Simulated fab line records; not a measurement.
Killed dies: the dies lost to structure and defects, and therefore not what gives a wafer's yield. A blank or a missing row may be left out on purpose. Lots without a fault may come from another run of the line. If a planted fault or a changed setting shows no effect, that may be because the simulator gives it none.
One fault seen from 2 desks || flow nandHarc || each desk has only its own numbers; what lay behind them comes last

## AT THE TOOL OWNER'S DESK: lithoTrack-04
At NHARC_A_CHANNEL_HOLE_D2_SOFTBAKE_05 (time 55 s), the tool's own readings, given per lot that ran on this tool as the mean of the sampled wafers with a number. Marked OUT: a lot whose mean sits more than 4 standard deviations from the usual mean, which makes it out of limits; the brackets give that distance.
Columns: A = heaterPowerTotalW at NHARC_A_CHANNEL_HOLE_D2_SOFTBAKE_05, usual 188.46 W; B = plateTempC at NHARC_A_CHANNEL_HOLE_D2_SOFTBAKE_05, usual 104.98 C
{"lot": "L676", "first seen here": "day 12 19:00", "A": 188.46, "B": 105.06}
{"lot": "L678", "first seen here": "day 13 23:00", "A": 188.50, "B": 104.94}
{"lot": "L688", "first seen here": "day 18 01:00", "A": "199.98 (+82) OUT", "B": 104.98}
{"lot": "L689", "first seen here": "day 18 01:00", "A": "205.52 (+99 or more) OUT", "B": 104.84}
{"lot": "L690", "first seen here": "day 19 09:00", "A": "205.36 (+99 or more) OUT", "B": 104.77}
{"lot": "L698", "first seen here": "day 22 01:00", "A": 188.48, "B": 105.07}
This desk's finding: out of limits on L688, L689, L690; first on L688, day 18 01:00 (heaterPowerTotalW at NHARC_A_CHANNEL_HOLE_D2_SOFTBAKE_05). In limits: L676, L678, L698.

## FROM THE METROLOGY DESK
What the gauges read for every lot (on any tool): the sampled wafers with a number, averaged. Marked OUT: a lot whose mean sits more than 4 standard deviations from the usual mean, which makes it out of limits; the brackets give that distance.
Columns: A = thkNm at NHARC_A_DECK1_JOINT_THK_MEAS_14, usual 50.9 nm; B = thkNm at NHARC_A_ONON_D2_THK_MEAS_30, usual 1001 nm
{"lot": "L676", "first seen here": "day 10 23:31", "A": 50.5, "B": 998}
{"lot": "L677", "first seen here": "day 11 21:07", "A": 49.7, "B": 1009}
{"lot": "L678", "first seen here": "day 11 21:07", "A": 51.0, "B": 1010}
{"lot": "L679", "first seen here": "day 12 12:11", "A": 51.0, "B": 1004}
{"lot": "L681", "first seen here": "day 13 08:31", "A": 50.2, "B": 1025}
{"lot": "L688", "first seen here": "day 16 08:13", "A": 49.6, "B": 1008}
{"lot": "L689", "first seen here": "day 16 08:14", "A": 50.6, "B": 990}
{"lot": "L690", "first seen here": "day 17 11:11", "A": 51.2, "B": 986}
{"lot": "L694", "first seen here": "day 18 19:28", "A": 50.8, "B": 997}
{"lot": "L695", "first seen here": "day 19 01:38", "A": 50.8, "B": 996}
{"lot": "L696", "first seen here": "day 19 14:35", "A": 50.3, "B": 997}
{"lot": "L697", "first seen here": "day 20 02:02", "A": 53.6, "B": 988}
{"lot": "L698", "first seen here": "day 20 10:32", "A": 51.0, "B": 999}
{"lot": "L699", "first seen here": "day 20 18:38", "A": 52.9, "B": 1011}
This desk's finding: nothing out of limits on any of the 14 lots.

## PUT TOGETHER
At day 18 01:00, on L688, L689, L690, the tool owner's desk was in a position to raise an alarm.
Nothing out of limits was seen by the metrology desk.
The metrology desk holds a record of L688, L689, L690, inside its limits.
Of the lots named, all ran NHARC_A_CHANNEL_HOLE_D2_SOFTBAKE_05 on lithoTrack-04.

## WHAT WAS PUT IN BY THE SIMULATOR
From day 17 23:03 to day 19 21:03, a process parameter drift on lithoTrack-04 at NHARC_A_CHANNEL_HOLE_D2_SOFTBAKE_05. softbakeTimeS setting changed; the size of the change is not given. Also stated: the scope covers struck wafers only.
Shown lots that were struck: L688, L689, L690.
Delay in hours, fault start to first out-of-limits reading, by desk: the tool owner's desk at 2.
